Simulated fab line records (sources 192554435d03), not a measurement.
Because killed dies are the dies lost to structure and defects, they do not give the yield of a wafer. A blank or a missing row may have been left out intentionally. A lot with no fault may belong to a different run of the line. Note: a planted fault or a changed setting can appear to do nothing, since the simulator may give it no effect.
Lot-split experiment :: flow n5Finfet :: 21 wafers read across 7 lots, on a route 1938 steps long

## ABOUT THE SPLIT
At N5_SD_ACTIVATION_LSA_01 (time 0.0008 s), the setting tempC was moved away from the recipe's 1080 C on 7 of the 21 wafers read, by -2.0% to +1.2%. This setting was run at the recipe's value on the other wafers.

The file shows no step between the split and the reading.

## THE READING
RS_SD_N, in ohm/sq, at N5_SD_ACTIVATION_RS_MEAS_03 (measures by four-point-probe). Typical for fault-free wafers on this fab line: 21.88 ohm/sq, with standard deviation 0.26 ohm/sq.

wafer: L074.2
tool, chamber at the split: laserAnneal-01, 0
tempC as run, C: 1080
against the recipe: recipe
RS_SD_N, ohm/sq: 22.23
against lot-mates on the recipe: -

wafer: L074.3
tool, chamber at the split: laserAnneal-01, 0
tempC as run, C: 1071
against the recipe: -0.8%
RS_SD_N, ohm/sq: 23.16
against lot-mates on the recipe: +0.93

wafer: L074.6
tool, chamber at the split: laserAnneal-01, 0
tempC as run, C: 1071
against the recipe: -0.8%
RS_SD_N, ohm/sq: 23.22
against lot-mates on the recipe: +0.99

wafer: L076.1
tool, chamber at the split: laserAnneal-01, 0
tempC as run, C: 1080
against the recipe: recipe
RS_SD_N, ohm/sq: 21.89
against lot-mates on the recipe: -

wafer: L076.2
tool, chamber at the split: laserAnneal-01, 0
tempC as run, C: 1080
against the recipe: recipe
RS_SD_N, ohm/sq: 22.12
against lot-mates on the recipe: -

wafer: L076.5
tool, chamber at the split: laserAnneal-01, 0
tempC as run, C: 1080
against the recipe: recipe
RS_SD_N, ohm/sq: 21.79
against lot-mates on the recipe: -

wafer: L083.2
tool, chamber at the split: laserAnneal-01, 0
tempC as run, C: 1080
against the recipe: recipe
RS_SD_N, ohm/sq: 21.80
against lot-mates on the recipe: -

wafer: L083.3
tool, chamber at the split: laserAnneal-01, 0
tempC as run, C: 1080
against the recipe: recipe
RS_SD_N, ohm/sq: 21.64
against lot-mates on the recipe: -

wafer: L083.5
tool, chamber at the split: laserAnneal-01, 0
tempC as run, C: 1080
against the recipe: recipe
RS_SD_N, ohm/sq: 21.85
against lot-mates on the recipe: -

wafer: L084.1
tool, chamber at the split: laserAnneal-02, 0
tempC as run, C: 1080
against the recipe: recipe
RS_SD_N, ohm/sq: 21.99
against lot-mates on the recipe: -

wafer: L084.3
tool, chamber at the split: laserAnneal-02, 0
tempC as run, C: 1080
against the recipe: recipe
RS_SD_N, ohm/sq: 21.95
against lot-mates on the recipe: -

wafer: L084.6
tool, chamber at the split: laserAnneal-02, 0
tempC as run, C: 1080
against the recipe: recipe
RS_SD_N, ohm/sq: 22.06
against lot-mates on the recipe: -

wafer: L092.1
tool, chamber at the split: laserAnneal-02, 0
tempC as run, C: 1080
against the recipe: recipe
RS_SD_N, ohm/sq: 21.59
against lot-mates on the recipe: -

wafer: L092.4
tool, chamber at the split: laserAnneal-02, 0
tempC as run, C: 1093
against the recipe: +1.2%
RS_SD_N, ohm/sq: 20.40
against lot-mates on the recipe: -1.19

wafer: L092.6
tool, chamber at the split: laserAnneal-02, 0
tempC as run, C: 1093
against the recipe: +1.2%
RS_SD_N, ohm/sq: 20.39
against lot-mates on the recipe: -1.20

wafer: L094.1
tool, chamber at the split: laserAnneal-02, 0
tempC as run, C: 1058
against the recipe: -2.0%
RS_SD_N, ohm/sq: 23.99
against lot-mates on the recipe: +2.54

wafer: L094.3
tool, chamber at the split: laserAnneal-02, 0
tempC as run, C: 1080
against the recipe: recipe
RS_SD_N, ohm/sq: 21.66
against lot-mates on the recipe: -

wafer: L094.5
tool, chamber at the split: laserAnneal-02, 0
tempC as run, C: 1080
against the recipe: recipe
RS_SD_N, ohm/sq: 21.24
against lot-mates on the recipe: -

wafer: L095.1
tool, chamber at the split: laserAnneal-01, 0
tempC as run, C: 1071
against the recipe: -0.8%
RS_SD_N, ohm/sq: 22.27
against lot-mates on the recipe: +0.65

wafer: L095.2
tool, chamber at the split: laserAnneal-01, 0
tempC as run, C: 1071
against the recipe: -0.8%
RS_SD_N, ohm/sq: 22.80
against lot-mates on the recipe: +1.18

wafer: L095.4
tool, chamber at the split: laserAnneal-01, 0
tempC as run, C: 1080
against the recipe: recipe
RS_SD_N, ohm/sq: 21.62
against lot-mates on the recipe: -

FIT RESULTS
A straight line over all 21 wafers: RS_SD_N changes by -1.15 ohm/sq for each +1% of tempC; r = -0.95; the points scatter about the line by 0.28 ohm/sq.
The same after taking each lot's own level away (the mean of its wafers on the recipe; 21 wafers): -1.13 ohm/sq for each +1%; r = -0.98; scatter 0.15 ohm/sq.
On that fit, the largest move of tempC shifts the reading by 2.3 ohm/sq.
From 21.450 to 22.230 ohm/sq: that is the span of the lots' own levels, equal to 3.0 times the standard deviation above.
The two slopes agree, so the slope changes little with the lot-to-lot level.
Check: for one of the wafers moved furthest among these (-2.0%), held out of the fit, the line's prediction against its lot-mates is +2.17 ohm/sq. Against them it came out at +2.54 ohm/sq.
Tool readings at the split's step, against how far the setting was moved: wafer_temp_C_max r = +0.98.

## OTHER SPLITS APPLIED TO THESE WAFERS
Other splits were also applied to these wafers ahead of the reading. Each is held against what the fit with the lots' levels taken away leaves over:
other split on the same wafers: N5_PMOS_HMC_CHANNEL_EPI_EXPOSE_06 doseMj
wafers away from the commonest value: 7
r with RS_SD_N (lot level and that fit taken away): +0.21

other split on the same wafers: N5_PMOS_HMC_CHANNEL_EPI_DEVELOP_08 developTimeS
wafers away from the commonest value: 9
r with RS_SD_N (lot level and that fit taken away): -0.11

other split on the same wafers: N5_FIN_SAQP_SPACER1_ALD_24 aldCycles
wafers away from the commonest value: 4
r with RS_SD_N (lot level and that fit taken away): -0.27

other split on the same wafers: N5_FIN_SAQP_ETCH_65 timeS
wafers away from the commonest value: 11
r with RS_SD_N (lot level and that fit taken away): -0.04

other split on the same wafers: N5_SD_EPI_N_EXPOSE_06 doseMj
wafers away from the commonest value: 7
r with RS_SD_N (lot level and that fit taken away): +0.17

other split on the same wafers: N5_SD_EPI_N_DEVELOP_08 developTimeS
wafers away from the commonest value: 7
r with RS_SD_N (lot level and that fit taken away): +0.16

## THE WHOLE CHAIN: every reading that the file lists as answering this split, in the file's order
step: N5_SD_ACTIVATION_LSA_01
what it does: time 0.0008 s
reading: wafer_temp_C_max
change (the file's fit): withheld for each +1% of the setting
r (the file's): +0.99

step: N5_SD_ACTIVATION_RS_MEAS_03
what it does: measures by four-point-probe
reading: RS_SD_N
change (the file's fit): -1.17 for each +1% of the setting
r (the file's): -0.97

## THE FILE'S OWN FIT
RS_SD_N changes by -1.17 ohm/sq for each +1% of tempC, r = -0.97.
